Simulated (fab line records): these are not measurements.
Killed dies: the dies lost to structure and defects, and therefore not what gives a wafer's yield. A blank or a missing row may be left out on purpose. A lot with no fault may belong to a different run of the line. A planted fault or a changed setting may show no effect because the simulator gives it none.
Which tool was responsible? | flow n5_finfet | 29 wafers from 10 lots sampled at 6 of the route's 1938 steps

== WHAT THE GAUGES SHOWED, per wafer ==
N5_MOL_CONTACT_COAG_OVL_MEAS_85.
lot  | measured     | on         | VG_OVL (nm)
L364 | day 5 14:34  | overlay-01 | 0.6 -0.3 0.0
L365 | day 5 19:33  | overlay-01 | 0.1 -0.1 1.1
L367 | day 6 06:26  | overlay-01 | 0.0 -1.2 -1.4
L371 | day 7 02:35  | overlay-01 | 0.6 -0.6 -0.2
L374 | day 7 21:54  | overlay-02 | -0.6 0.6
L377 | day 8 18:17  | overlay-01 | 12.5 12.8 12.6
L378 | day 8 21:57  | overlay-01 | 11.9 10.9 11.2
L380 | day 9 10:52  | overlay-01 | -1.1 -1.1 -0.6
L383 | day 9 23:22  | overlay-01 | -1.0 -0.8 -0.4
L384 | day 10 12:22 | overlay-02 | -1.7 -0.7 -1.1

N5_BEOL_M4_RC_MEAS_101.
lot  | measured     | on        | DIBL_N (mV/V)  | DIBL_P (mV/V)  | IOFF_N (nA/um) | IOFF_P (nA/um) | ION_N (uA/um) | ION_P (uA/um) | SS_N (mV/dec)  | SS_P (mV/dec)  | VT_N (mV)   | VT_P (mV)
L364 | day 8 13:19  | prober-02 | 35.8 36.7 36.7 | 38.3 38.5 39.2 | 0.15 0.16 0.16 | 0.19 0.20 0.21 | 669 675 667   | 455 463 458   | 71.9 71.5 71.4 | 74.0 73.6 74.5 | 251 249 250 | -256 -255 -254
L365 | day 8 22:41  | prober-02 | 39.3 38.8 36.7 | 42.2 40.3 38.6 | 0.25 0.20 0.17 | 0.33 0.28 0.25 | 684 681 695   | 475 465 480   | 72.0 71.8 72.0 | 73.5 74.5 72.9 | 245 248 250 | -245 -247 -247
L367 | day 9 02:05  | prober-01 | 38.5 35.9 35.7 | 38.0 34.2 33.9 | 0.19 0.13 0.14 | 0.23 0.18 0.17 | 677 656 658   | 456 452 446   | 72.2 71.5 71.7 | 73.7 72.1 72.0 | 247 252 253 | -252 -255 -257
L371 | day 10 01:18 | prober-02 | 36.2 35.7 37.7 | 35.5 36.2 37.3 | 0.13 0.13 0.16 | 0.18 0.18 0.21 | 659 655 664   | 453 452 457   | 72.0 71.5 72.6 | 73.3 72.9 72.8 | 256 255 252 | -252 -252 -250
L374 | day 11 02:36 | prober-01 | 38.1 36.4      | 37.6 37.6      | 0.16 0.15      | 0.21 0.22      | 661 681       | 458 473       | 71.7 71.1      | 73.0 73.7      | 249 250     | -251 -247
L378 | day 11 21:56 | prober-01 | 35.4 35.7 35.7 | 36.1 36.8 36.9 | 0.14 0.13 0.13 | 0.18 0.19 0.20 | 682 650 669   | 468 452 462   | 71.1 71.7 71.7 | 73.3 73.2 73.1 | 252 255 251 | -256 -253 -252
L380 | day 12 09:53 | prober-01 | 37.3 36.8 36.2 | 38.6 38.4 38.2 | 0.19 0.18 0.16 | 0.23 0.25 0.23 | 678 676 669   | 463 463 460   | 72.3 71.2 71.0 | 73.4 73.5 73.0 | 248 249 252 | -248 -247 -247
L383 | day 13 16:40 | prober-02 | 37.1 34.8 32.6 | 37.2 35.2 31.7 | 0.18 0.14 0.10 | 0.22 0.18 0.15 | 677 677 650   | 461 458 449   | 71.6 70.7 69.9 | 74.7 72.4 72.3 | 246 252 257 | -251 -254 -259
L384 | day 13 20:19 | prober-01 | 34.2 39.0 36.4 | 36.0 41.1 37.0 | 0.12 0.20 0.14 | 0.19 0.27 0.21 | 669 677 667   | 467 465 464   | 71.6 72.0 71.3 | 72.4 73.9 73.9 | 256 246 254 | -254 -248 -248

== WHICH TOOL RAN EACH LOT (tool, then ch and the chambers of the sampled wafers, then the start) ==
lot  | N5_MOL_CONTACT_COAG_PRE_CLEAN_141 | N5_MOL_CONTACT_COAG_ALD_27       | N5_MOL_CONTACT_COAG_CMP_28    | N5_MOL_CONTACT_COAG_EXPOSE_81
L364 | pvd_sputter-01, day 5 07:14       | ald_sin-03 ch 1,2, day 5 11:47   | cmp-04 ch 2,3, day 5 13:22    | euv_scanner-01 ch 0, day 5 14:24
L365 | pvd_sputter-03, day 5 12:19       | ald_sin-01 ch 0,2,3, day 5 16:35 | cmp-03 ch 1,2, day 5 18:15    | euv_scanner-02 ch 0, day 5 19:23
L367 | pvd_sputter-01, day 5 22:56       | ald_sin-03 ch 0,3, day 6 03:22   | cmp-02 ch 1,2,3, day 6 05:01  | euv_scanner-01 ch 0, day 6 06:16
L371 | pvd_sputter-03, day 6 19:30       | ald_sin-04 ch 1,2,3, day 6 23:47 | cmp-03 ch 1,3, day 7 01:22    | euv_scanner-02 ch 0, day 7 02:25
L374 | pvd_sputter-02, day 7 14:53       | ald_sin-04 ch 0,3, day 7 19:07   | cmp-04 ch 0,2, day 7 20:46    | euv_scanner-02 ch 0, day 7 21:44
L377 | pvd_sputter-02, day 8 09:49       | ald_sin-04 ch 0,1,3, day 8 15:17 | cmp-03 ch 1,2, day 8 16:51    | euv_scanner-01 ch 0, day 8 18:07
L378 | pvd_sputter-02, day 8 13:51       | ald_sin-01 ch 0,2,3, day 8 18:56 | cmp-02 ch 0,2,3, day 8 20:30  | euv_scanner-01 ch 0, day 8 21:47
L380 | pvd_sputter-02, day 9 02:25       | ald_sin-01 ch 0,2,3, day 9 07:40 | cmp-02 ch 1,2,3, day 9 09:18  | euv_scanner-02 ch 0, day 9 10:41
L383 | pvd_sputter-03, day 9 16:31       | ald_sin-04 ch 0,2,3, day 9 20:05 | cmp-02 ch 0,2,3, day 9 21:39  | euv_scanner-02 ch 0, day 9 23:12
L384 | pvd_sputter-01, day 10 05:08      | ald_sin-01 ch 2,3, day 10 09:32  | cmp-02 ch 0,1,2, day 10 11:11 | euv_scanner-02 ch 0, day 10 12:11
- N5_MOL_CONTACT_COAG_PRE_CLEAN_141: time 60 s.
- N5_MOL_CONTACT_COAG_ALD_27: deposits SiOC, target thk 17 nm, pulse time 1.5 s, time 2720 s.
- N5_MOL_CONTACT_COAG_CMP_28: polishes, stops on SiNx, t overpolish 0.85 s, target thk 14.522 nm.
- N5_MOL_CONTACT_COAG_EXPOSE_81: exposes mask VG, defocus 0 nm.

== AS READ BY THE TOOLS THEMSELVES (means over the sampled wafers that have a number; for cases with no such wafer, the mark the record gives instead) ==
N5_MOL_CONTACT_COAG_PRE_CLEAN_141.
lot  | tool           | heater_power_w (W)
L364 | pvd_sputter-01 | 478
L365 | pvd_sputter-03 | 411
L367 | pvd_sputter-01 | 488
L371 | pvd_sputter-03 | 406
L374 | pvd_sputter-02 | 464
L377 | pvd_sputter-02 | 435
L378 | pvd_sputter-02 | 467
L380 | pvd_sputter-02 | 458
L383 | pvd_sputter-03 | 407
L384 | pvd_sputter-01 | 490

N5_MOL_CONTACT_COAG_ALD_27.
lot  | tool       | heater_power_w (W) | precursor_pulse_height_rel
L364 | ald_sin-03 | 929                | 1.007
L365 | ald_sin-01 | 884                | 0.990
L367 | ald_sin-03 | 990                | 1.008
L371 | ald_sin-04 | 840                | 0.985
L374 | ald_sin-04 | 884                | 0.996
L377 | ald_sin-04 | 874                | 1.001
L378 | ald_sin-01 | 888                | 1.004
L380 | ald_sin-01 | 891                | 1.004
L383 | ald_sin-04 | 880                | 0.999
L384 | ald_sin-01 | 941                | 1.002

N5_MOL_CONTACT_COAG_CMP_28.
lot  | tool   | motor_current_A (A) | slurry_filter_dp_kPa (kPa) | time_to_endpoint_s (s)
L364 | cmp-04 | 13.3                | 13.56                      | 2.7
L365 | cmp-03 | 14.0                | 13.42                      | 3.2
L367 | cmp-02 | 12.3                | 13.60                      | 5.7
L371 | cmp-03 | 13.5                | 13.56                      | 2.1
L374 | cmp-04 | 11.8                | 13.46                      | 5.6
L377 | cmp-03 | 14.0                | 13.57                      | 5.0
L378 | cmp-02 | 12.1                | 13.63                      | 3.9
L380 | cmp-02 | 12.8                | 13.52                      | 1.2
L383 | cmp-02 | 12.3                | 13.43                      | 2.8
L384 | cmp-02 | 12.7                | 13.44                      | 5.5

N5_MOL_CONTACT_COAG_EXPOSE_81.
lot  | tool           | focus_offset_nm (nm)
L364 | euv_scanner-01 | -0.2
L365 | euv_scanner-02 | 0.0
L367 | euv_scanner-01 | 0.3
L371 | euv_scanner-02 | 0.1
L374 | euv_scanner-02 | 0.1
L377 | euv_scanner-01 | -0.5
L378 | euv_scanner-01 | -0.2
L380 | euv_scanner-02 | -0.2
L383 | euv_scanner-02 | 0.7
L384 | euv_scanner-02 | -0.4

== THE ANSWER, worked out from the rows above alone ==
Rule: the lots themselves supply what counts as usual. The widest of any qualifying gaps counts: lots, ordered by their means at a reading, are off when they make up no more than a third of the lots, leave a main group of 4 or more, and stand apart from it by 3 or more times the standard deviation of that group's means. If all means in a main group match to the digits the tables above print for the reading, that group is not used. A lot without any number at a reading at which 4 lots or more have one is off too. Any other lot the step has rows for is counted as sound. First the gauges in route order, then the tools' own readings, where a lot's mean is used as printed above. The first step at which some lot is off is used, and at that step the reading that is off furthest; a lot without a number counts as furthest.
Off: L377, L378, seen at N5_MOL_CONTACT_COAG_OVL_MEAS_85 (VG_OVL). The main group has a mean of -0.4 nm with a standard deviation of 0.54.
A tool fits if, at a process step before that reading, it ran every lot that is off, and no sound lot after the first of them. The gauges at N5_MOL_CONTACT_COAG_OVL_MEAS_85 are tried like those tools. One candidate fits, namely euv_scanner-01 at N5_MOL_CONTACT_COAG_EXPOSE_81. A fault onset in the window from L367 (day 6 06:16, its last sound lot) to L377 (day 8 18:07, its first lot off) fits.

== WHAT HAD BEEN PUT IN BY THE SIMULATOR ==
Scanner matching overlay: euv_scanner-01, from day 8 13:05 on, at N5_MOL_CONTACT_COAG_EXPOSE_81. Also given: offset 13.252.
Struck lots among those shown: L377, L378. The rule above found the same.
